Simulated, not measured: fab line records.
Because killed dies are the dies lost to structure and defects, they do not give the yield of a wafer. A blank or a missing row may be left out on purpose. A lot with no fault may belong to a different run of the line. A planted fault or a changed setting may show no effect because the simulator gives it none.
The tool behind it: which one?    flow nandHarc    Sampling: 7 lots, 21 wafers, 2 of 1159 route steps

== WHAT THE GAUGES READ, wafer by wafer ==
NHARC_HYBRID_BOND_OVL_MEAS_05.
lot   measured      on          overlayYNm (nm)
L177  day 18 20:08  overlay-02  -64 -3 -57
L180  day 19 09:49  overlay-01  -14 -13 46
L182  day 19 20:03  overlay-01  -18 30 -40
L191  day 21 18:02  overlay-01  -57 6 -17
L194  day 23 02:39  overlay-02  13 16 -15
L195  day 23 18:50  overlay-02  12 -92 -3
L199  day 26 01:09  overlay-01  44 73 56

== WHAT TOOL EACH LOT RAN ON (gives the tool, then ch and the chambers of the sampled wafers, and finally the start) ==
lot   NHARC_A_STAIRCASE_ETCH_17
L177  rieDiel-02 ch 1,2,3, day 11 07:51
L180  rieDiel-02 ch 0,1,3, day 11 12:35
L182  rieDiel-12 ch 1,2, day 12 05:25
L191  rieDiel-12 ch 1,3, day 14 09:31
L194  rieDiel-11 ch 0,1,3, day 15 12:16
L195  rieDiel-11 ch 0,3, day 15 19:46
L199  rieDiel-02 ch 0,1,3, day 16 18:54
- NHARC_A_STAIRCASE_ETCH_17: etches the open film in C4F8/O2, target depth 100 nm, time 40.5 s.

== THE ANSWER, worked out from the rows above alone ==
Rule: usual is defined by the lots themselves. The widest of any qualifying gaps counts: lots, ordered by their means at a reading, are off when they make up no more than a third of the lots, leave a main group of 4 or more, and stand apart from it by 3 or more times the standard deviation of that group's means. Not used: any main group whose means are identical at the precision the tables above print for the reading. A lot without any number at a reading at which 4 lots or more have one is off too. All remaining lots with rows at the step are treated as sound.
Nothing can be told from this: no lot is off at any reading shown.

== WHAT THE SIMULATOR PUT IN ==
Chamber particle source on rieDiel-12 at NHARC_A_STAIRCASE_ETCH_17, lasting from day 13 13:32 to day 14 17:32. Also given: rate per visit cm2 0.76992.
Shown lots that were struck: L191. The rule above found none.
